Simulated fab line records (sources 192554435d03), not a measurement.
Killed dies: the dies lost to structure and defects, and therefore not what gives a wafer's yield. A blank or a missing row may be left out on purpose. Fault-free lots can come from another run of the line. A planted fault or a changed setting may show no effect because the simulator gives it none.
Which of the tools did it? || flow n5_finfet || 10 lots, 28 wafers sampled, at 5 steps of a route of 1938

## WHAT EACH GAUGE READ, for each wafer
N5_BEOL_M4_RC_MEAS_101. Usual: DIBL_N 35.8 mV/V, standard deviation 1.5; DIBL_P 35.8 mV/V, standard deviation 1.7; IOFF_N 0.151 nA/um, standard deviation 0.022; IOFF_P 0.204 nA/um, standard deviation 0.027; ION_N 673 uA/um, standard deviation 8.6; ION_P 462 uA/um, standard deviation 5.4; SS_N 71.4 mV/dec, standard deviation 0.54; SS_P 73.3 mV/dec, standard deviation 0.56; VT_N 250.5 mV, standard deviation 2.6; VT_P -251 mV, standard deviation 3.1.
{"lot": "L697", "measured": "day 8 06:47", "on": "prober-01", "DIBL_N (mV/V)": "38.2 35.8 35.6", "DIBL_P (mV/V)": "37.5 35.9 35.2", "IOFF_N (nA/um)": "0.189 0.159 0.153", "IOFF_P (nA/um)": "0.202 0.170 0.171", "ION_N (uA/um)": "675 684 670", "ION_P (uA/um)": "452 457 454", "SS_N (mV/dec)": "71.7 71.4 71.3", "SS_P (mV/dec)": "74.4 73.3 73.4", "VT_N (mV)": "250.0 247.6 249.0", "VT_P (mV)": "-250 -254 -253", "flag": ""}
{"lot": "L699", "measured": "day 9 08:01", "on": "prober-02", "DIBL_N (mV/V)": "36.6 37.6 36.5", "DIBL_P (mV/V)": "38.6 39.3 38.5", "IOFF_N (nA/um)": "0.191 0.206 0.187", "IOFF_P (nA/um)": "0.231 0.252 0.234", "ION_N (uA/um)": "677 685 674", "ION_P (uA/um)": "460 470 464", "SS_N (mV/dec)": "72.1 72.5 72.7", "SS_P (mV/dec)": "73.5 74.6 74.6", "VT_N (mV)": "248.0 244.0 248.2", "VT_P (mV)": "-251 -247 -247", "flag": ""}
{"lot": "L701", "measured": "day 9 09:43", "on": "prober-01", "DIBL_N (mV/V)": "35.7 37.4 36.9", "DIBL_P (mV/V)": "35.7 38.1 38.1", "IOFF_N (nA/um)": "0.134 0.174 0.166", "IOFF_P (nA/um)": "0.195 0.230 0.226", "ION_N (uA/um)": "666 678 674", "ION_P (uA/um)": "460 464 465", "SS_N (mV/dec)": "70.8 72.0 71.2", "SS_P (mV/dec)": "73.8 73.9 73.9", "VT_N (mV)": "251.8 247.8 247.5", "VT_P (mV)": "-251 -248 -248", "flag": ""}
{"lot": "L703", "measured": "day 9 21:02", "on": "prober-01", "DIBL_N (mV/V)": "35.9 37.2 34.3", "DIBL_P (mV/V)": "35.1 35.1 32.0", "IOFF_N (nA/um)": "0.147 0.158 0.118", "IOFF_P (nA/um)": "0.208 0.207 0.164", "ION_N (uA/um)": "672 672 659", "ION_P (uA/um)": "461 460 457", "SS_N (mV/dec)": "71.2 72.3 71.1", "SS_P (mV/dec)": "73.5 73.6 72.1", "VT_N (mV)": "249.1 249.3 252.1", "VT_P (mV)": "-250 -251 -254", "flag": ""}
{"lot": "L704", "measured": "day 9 23:50", "on": "prober-01", "DIBL_N (mV/V)": "33.4 36.2 33.5", "DIBL_P (mV/V)": "32.7 36.8 33.2", "IOFF_N (nA/um)": "0.110 0.159 0.118", "IOFF_P (nA/um)": "0.178 0.238 0.193", "ION_N (uA/um)": "655 675 662", "ION_P (uA/um)": "458 467 460", "SS_N (mV/dec)": "71.1 71.8 71.7", "SS_P (mV/dec)": "72.8 73.8 72.7", "VT_N (mV)": "256.1 250.2 255.2", "VT_P (mV)": "-254 -249 -249", "flag": ""}
{"lot": "L712", "measured": "day 12 10:16", "on": "prober-01", "DIBL_N (mV/V)": "36.2 33.6", "DIBL_P (mV/V)": "36.0 32.9", "IOFF_N (nA/um)": "0.156 0.116", "IOFF_P (nA/um)": "0.211 0.162", "ION_N (uA/um)": "694 671", "ION_P (uA/um)": "473 467", "SS_N (mV/dec)": "70.9 70.4", "SS_P (mV/dec)": "72.5 72.2", "VT_N (mV)": "249.5 251.5", "VT_P (mV)": "-249 -252", "flag": ""}
{"lot": "L714", "measured": "day 12 14:04", "on": "prober-01", "DIBL_N (mV/V)": "35.6 35.1", "DIBL_P (mV/V)": "34.3 34.3", "IOFF_N (nA/um)": "0.131 0.128", "IOFF_P (nA/um)": "0.181 0.175", "ION_N (uA/um)": "668 663", "ION_P (uA/um)": "462 456", "SS_N (mV/dec)": "71.0 71.0", "SS_P (mV/dec)": "72.7 73.2", "VT_N (mV)": "252.2 253.3", "VT_P (mV)": "-252 -253", "flag": ""}
{"lot": "L715", "measured": "day 13 06:08", "on": "prober-02", "DIBL_N (mV/V)": "34.0 33.1 32.6", "DIBL_P (mV/V)": "35.5 34.0 32.9", "IOFF_N (nA/um)": "0.165 0.133 0.132", "IOFF_P (nA/um)": "0.218 0.186 0.181", "ION_N (uA/um)": "681 673 668", "ION_P (uA/um)": "469 463 462", "SS_N (mV/dec)": "71.8 71.9 71.5", "SS_P (mV/dec)": "73.3 73.2 72.8", "VT_N (mV)": "251.1 253.3 251.0", "VT_P (mV)": "-248 -255 -252", "flag": ""}
{"lot": "L718", "measured": "day 13 09:00", "on": "prober-01", "DIBL_N (mV/V)": "35.9 35.7 35.5", "DIBL_P (mV/V)": "36.2 37.0 36.0", "IOFF_N (nA/um)": "0.163 0.162 0.160", "IOFF_P (nA/um)": "0.224 0.232 0.228", "ION_N (uA/um)": "680 677 685", "ION_P (uA/um)": "471 472 468", "SS_N (mV/dec)": "71.2 71.3 70.9", "SS_P (mV/dec)": "73.9 74.4 73.7", "VT_N (mV)": "248.4 247.8 250.4", "VT_P (mV)": "-248 -249 -251", "flag": ""}
{"lot": "L719", "measured": "day 13 16:02", "on": "prober-02", "DIBL_N (mV/V)": "35.6 36.6 36.2", "DIBL_P (mV/V)": "34.9 36.5 35.5", "IOFF_N (nA/um)": "0.128 0.145 0.137", "IOFF_P (nA/um)": "0.158 0.184 0.164", "ION_N (uA/um)": "664 664 670", "ION_P (uA/um)": "450 461 460", "SS_N (mV/dec)": "71.2 71.8 70.7", "SS_P (mV/dec)": "72.5 72.6 73.4", "VT_N (mV)": "251.8 250.5 250.4", "VT_P (mV)": "-256 -252 -254", "flag": ""}

## EACH LOT AND THE TOOL THAT RAN IT (in order: tool; ch and the chambers of the sampled wafers; start)
{"lot": "L697", "N5_MOL_CONTACT_COAG_ETCH_15": "rie_diel-04 ch 1,2, day 4 18:29", "N5_MOL_CONTACT_COAG_PRECLEAN_111": "remote_plasma-01 ch 1, day 4 19:01", "N5_MOL_CONTACT_COAG_PRE_CLEAN_141": "pvd_sputter-03, day 4 20:50", "N5_MOL_CONTACT_COAG_SPUTTER_143": "pvd_sputter-03, day 4 20:54"}
{"lot": "L699", "N5_MOL_CONTACT_COAG_ETCH_15": "rie_diel-06 ch 1,2,3, day 5 10:16", "N5_MOL_CONTACT_COAG_PRECLEAN_111": "remote_plasma-01 ch 1, day 5 11:02", "N5_MOL_CONTACT_COAG_PRE_CLEAN_141": "pvd_sputter-02, day 5 13:05", "N5_MOL_CONTACT_COAG_SPUTTER_143": "pvd_sputter-02, day 5 13:08"}
{"lot": "L701", "N5_MOL_CONTACT_COAG_ETCH_15": "rie_diel-06 ch 0,2,3, day 5 19:43", "N5_MOL_CONTACT_COAG_PRECLEAN_111": "remote_plasma-01 ch 1, day 5 20:10", "N5_MOL_CONTACT_COAG_PRE_CLEAN_141": "pvd_sputter-01, day 5 21:12", "N5_MOL_CONTACT_COAG_SPUTTER_143": "pvd_sputter-01, day 5 21:16"}
{"lot": "L703", "N5_MOL_CONTACT_COAG_ETCH_15": "rie_diel-06 ch 0,1,2, day 6 07:14", "N5_MOL_CONTACT_COAG_PRECLEAN_111": "remote_plasma-02 ch 0, day 6 11:49", "N5_MOL_CONTACT_COAG_PRE_CLEAN_141": "pvd_sputter-02, day 6 13:09", "N5_MOL_CONTACT_COAG_SPUTTER_143": "pvd_sputter-02, day 6 13:13"}
{"lot": "L704", "N5_MOL_CONTACT_COAG_ETCH_15": "rie_diel-05 ch 1,2, day 6 08:29", "N5_MOL_CONTACT_COAG_PRECLEAN_111": "remote_plasma-01 ch 0, day 6 09:29", "N5_MOL_CONTACT_COAG_PRE_CLEAN_141": "pvd_sputter-02, day 6 12:23", "N5_MOL_CONTACT_COAG_SPUTTER_143": "pvd_sputter-02, day 6 12:26"}
{"lot": "L712", "N5_MOL_CONTACT_COAG_ETCH_15": "rie_diel-06 ch 1,3, day 8 09:29", "N5_MOL_CONTACT_COAG_PRECLEAN_111": "remote_plasma-01 ch 1, day 8 11:19", "N5_MOL_CONTACT_COAG_PRE_CLEAN_141": "pvd_sputter-03, day 8 14:54", "N5_MOL_CONTACT_COAG_SPUTTER_143": "pvd_sputter-03, day 8 14:58"}
{"lot": "L714", "N5_MOL_CONTACT_COAG_ETCH_15": "rie_diel-06 ch 0,3, day 9 01:34", "N5_MOL_CONTACT_COAG_PRECLEAN_111": "remote_plasma-01 ch 1, day 9 02:04", "N5_MOL_CONTACT_COAG_PRE_CLEAN_141": "pvd_sputter-02, day 9 03:55", "N5_MOL_CONTACT_COAG_SPUTTER_143": "pvd_sputter-02, day 9 03:59"}
{"lot": "L715", "N5_MOL_CONTACT_COAG_ETCH_15": "rie_diel-06 ch 0,1,2, day 9 03:07", "N5_MOL_CONTACT_COAG_PRECLEAN_111": "remote_plasma-01 ch 1, day 9 03:36", "N5_MOL_CONTACT_COAG_PRE_CLEAN_141": "pvd_sputter-02, day 9 04:52", "N5_MOL_CONTACT_COAG_SPUTTER_143": "pvd_sputter-02, day 9 04:55"}
{"lot": "L718", "N5_MOL_CONTACT_COAG_ETCH_15": "rie_diel-05 ch 0,1,3, day 9 22:57", "N5_MOL_CONTACT_COAG_PRECLEAN_111": "remote_plasma-02 ch 1, day 9 23:25", "N5_MOL_CONTACT_COAG_PRE_CLEAN_141": "pvd_sputter-02, day 10 01:55", "N5_MOL_CONTACT_COAG_SPUTTER_143": "pvd_sputter-02, day 10 01:59"}
{"lot": "L719", "N5_MOL_CONTACT_COAG_ETCH_15": "rie_diel-05 ch 0,1,2, day 10 06:31", "N5_MOL_CONTACT_COAG_PRECLEAN_111": "remote_plasma-02 ch 1, day 10 07:00", "N5_MOL_CONTACT_COAG_PRE_CLEAN_141": "pvd_sputter-02, day 10 10:08", "N5_MOL_CONTACT_COAG_SPUTTER_143": "pvd_sputter-02, day 10 10:11"}
- N5_MOL_CONTACT_COAG_ETCH_15: etches SiNx in CH3F/O2, stops on Si:P, target depth 7 nm.
- N5_MOL_CONTACT_COAG_PRECLEAN_111: cleans in NF3:NH3, afs cycles 1, time 20 s, sublimation time 60 s.
- N5_MOL_CONTACT_COAG_PRE_CLEAN_141: time 60 s.
- N5_MOL_CONTACT_COAG_SPUTTER_143: material Co, target thk 2.5 nm.

## WHAT THE TOOLS THEMSELVES READ (means of the sampled wafers that have a number; where no wafer has one, the mark that the record gives instead)
N5_MOL_CONTACT_COAG_ETCH_15. Usual: drypump_motor_current_A 5.8 A, standard deviation 0.48; mfc_ar_sccm 150.0 sccm, standard deviation 0.44; oes_product_au 0.60 a.u., standard deviation 0.058; rf_vpp_V 297 V, standard deviation 3; showerhead_plenum_p_Torr 1.99 Torr, standard deviation 0.064; throttle_valve_pct 16.26 %, standard deviation 0.21.
{"lot": "L697", "tool": "rie_diel-04", "drypump_motor_current_A (A)": 5.4, "mfc_ar_sccm (sccm)": 150.2, "oes_product_au (a.u.)": 0.58, "rf_vpp_V (V)": 298, "showerhead_plenum_p_Torr (Torr)": 2.05, "throttle_valve_pct (%)": 16.49, "flag": ""}
{"lot": "L699", "tool": "rie_diel-06", "drypump_motor_current_A (A)": 5.7, "mfc_ar_sccm (sccm)": 149.7, "oes_product_au (a.u.)": 0.58, "rf_vpp_V (V)": 295, "showerhead_plenum_p_Torr (Torr)": 1.95, "throttle_valve_pct (%)": 16.19, "flag": ""}
{"lot": "L701", "tool": "rie_diel-06", "drypump_motor_current_A (A)": 5.5, "mfc_ar_sccm (sccm)": 150.2, "oes_product_au (a.u.)": 0.60, "rf_vpp_V (V)": 298, "showerhead_plenum_p_Torr (Torr)": 2.02, "throttle_valve_pct (%)": 16.25, "flag": ""}
{"lot": "L703", "tool": "rie_diel-06", "drypump_motor_current_A (A)": 5.7, "mfc_ar_sccm (sccm)": 149.9, "oes_product_au (a.u.)": 0.56, "rf_vpp_V (V)": 297, "showerhead_plenum_p_Torr (Torr)": 2.00, "throttle_valve_pct (%)": 16.39, "flag": ""}
{"lot": "L704", "tool": "rie_diel-05", "drypump_motor_current_A (A)": 5.4, "mfc_ar_sccm (sccm)": 150.5, "oes_product_au (a.u.)": 0.55, "rf_vpp_V (V)": 299, "showerhead_plenum_p_Torr (Torr)": 1.96, "throttle_valve_pct (%)": 16.35, "flag": ""}
{"lot": "L712", "tool": "rie_diel-06", "drypump_motor_current_A (A)": 5.7, "mfc_ar_sccm (sccm)": 150.1, "oes_product_au (a.u.)": 0.58, "rf_vpp_V (V)": 294, "showerhead_plenum_p_Torr (Torr)": 1.93, "throttle_valve_pct (%)": 16.11, "flag": ""}
{"lot": "L714", "tool": "rie_diel-06", "drypump_motor_current_A (A)": 5.4, "mfc_ar_sccm (sccm)": 149.9, "oes_product_au (a.u.)": 0.61, "rf_vpp_V (V)": 298, "showerhead_plenum_p_Torr (Torr)": 2.04, "throttle_valve_pct (%)": 16.17, "flag": ""}
{"lot": "L715", "tool": "rie_diel-06", "drypump_motor_current_A (A)": 5.7, "mfc_ar_sccm (sccm)": 149.9, "oes_product_au (a.u.)": 0.60, "rf_vpp_V (V)": 298, "showerhead_plenum_p_Torr (Torr)": 1.99, "throttle_valve_pct (%)": 16.28, "flag": ""}
{"lot": "L718", "tool": "rie_diel-05", "drypump_motor_current_A (A)": 6.2, "mfc_ar_sccm (sccm)": 150.2, "oes_product_au (a.u.)": 0.61, "rf_vpp_V (V)": 295, "showerhead_plenum_p_Torr (Torr)": 1.97, "throttle_valve_pct (%)": 16.36, "flag": ""}
{"lot": "L719", "tool": "rie_diel-05", "drypump_motor_current_A (A)": 5.7, "mfc_ar_sccm (sccm)": 150.2, "oes_product_au (a.u.)": 0.64, "rf_vpp_V (V)": 296, "showerhead_plenum_p_Torr (Torr)": 1.95, "throttle_valve_pct (%)": 16.21, "flag": ""}

N5_MOL_CONTACT_COAG_PRE_CLEAN_141. Usual: heater_power_w at 483 W, with a standard deviation of 31.
{"lot": "L697", "tool": "pvd_sputter-03", "heater_power_w (W)": 511, "flag": ""}
{"lot": "L699", "tool": "pvd_sputter-02", "heater_power_w (W)": 453, "flag": ""}
{"lot": "L701", "tool": "pvd_sputter-01", "heater_power_w (W)": 472, "flag": ""}
{"lot": "L703", "tool": "pvd_sputter-02", "heater_power_w (W)": 524, "flag": ""}
{"lot": "L704", "tool": "pvd_sputter-02", "heater_power_w (W)": 464, "flag": ""}
{"lot": "L712", "tool": "pvd_sputter-03", "heater_power_w (W)": 486, "flag": ""}
{"lot": "L714", "tool": "pvd_sputter-02", "heater_power_w (W)": 492, "flag": ""}
{"lot": "L715", "tool": "pvd_sputter-02", "heater_power_w (W)": 499, "flag": ""}
{"lot": "L718", "tool": "pvd_sputter-02", "heater_power_w (W)": 506, "flag": ""}
{"lot": "L719", "tool": "pvd_sputter-02", "heater_power_w (W)": 497, "flag": ""}

N5_MOL_CONTACT_COAG_SPUTTER_143. Usual: throttle_valve_pct at 30.0 %, with a standard deviation of 1.4.
{"lot": "L697", "tool": "pvd_sputter-03", "throttle_valve_pct (%)": 30.4, "flag": ""}
{"lot": "L699", "tool": "pvd_sputter-02", "throttle_valve_pct (%)": 30.2, "flag": ""}
{"lot": "L701", "tool": "pvd_sputter-01", "throttle_valve_pct (%)": 29.8, "flag": ""}
{"lot": "L703", "tool": "pvd_sputter-02", "throttle_valve_pct (%)": 31.3, "flag": ""}
{"lot": "L704", "tool": "pvd_sputter-02", "throttle_valve_pct (%)": 30.0, "flag": ""}
{"lot": "L712", "tool": "pvd_sputter-03", "throttle_valve_pct (%)": 30.2, "flag": ""}
{"lot": "L714", "tool": "pvd_sputter-02", "throttle_valve_pct (%)": 28.7, "flag": ""}
{"lot": "L715", "tool": "pvd_sputter-02", "throttle_valve_pct (%)": 31.9, "flag": ""}
{"lot": "L718", "tool": "pvd_sputter-02", "throttle_valve_pct (%)": 29.8, "flag": ""}
{"lot": "L719", "tool": "pvd_sputter-02", "throttle_valve_pct (%)": 30.7, "flag": ""}

## THE ANSWER, worked out from the rows above alone
Rule: take the mean of a lot's wafers that have a number; if it is more than 3 standard deviations from the usual mean, the lot is off. Also off: a lot with no number at a reading for which 4 or more lots have one. The other lots that the step has rows for count as sound. First the gauges in route order, then the tools' own readings, where a lot's mean is used as printed above. The first step at which some lot is off is used, and at that step the reading that is off furthest; a lot without a number counts as furthest.
Nothing can be told from this: no lot is off at any reading shown.

## WHAT WAS PUT IN BY THE SIMULATOR
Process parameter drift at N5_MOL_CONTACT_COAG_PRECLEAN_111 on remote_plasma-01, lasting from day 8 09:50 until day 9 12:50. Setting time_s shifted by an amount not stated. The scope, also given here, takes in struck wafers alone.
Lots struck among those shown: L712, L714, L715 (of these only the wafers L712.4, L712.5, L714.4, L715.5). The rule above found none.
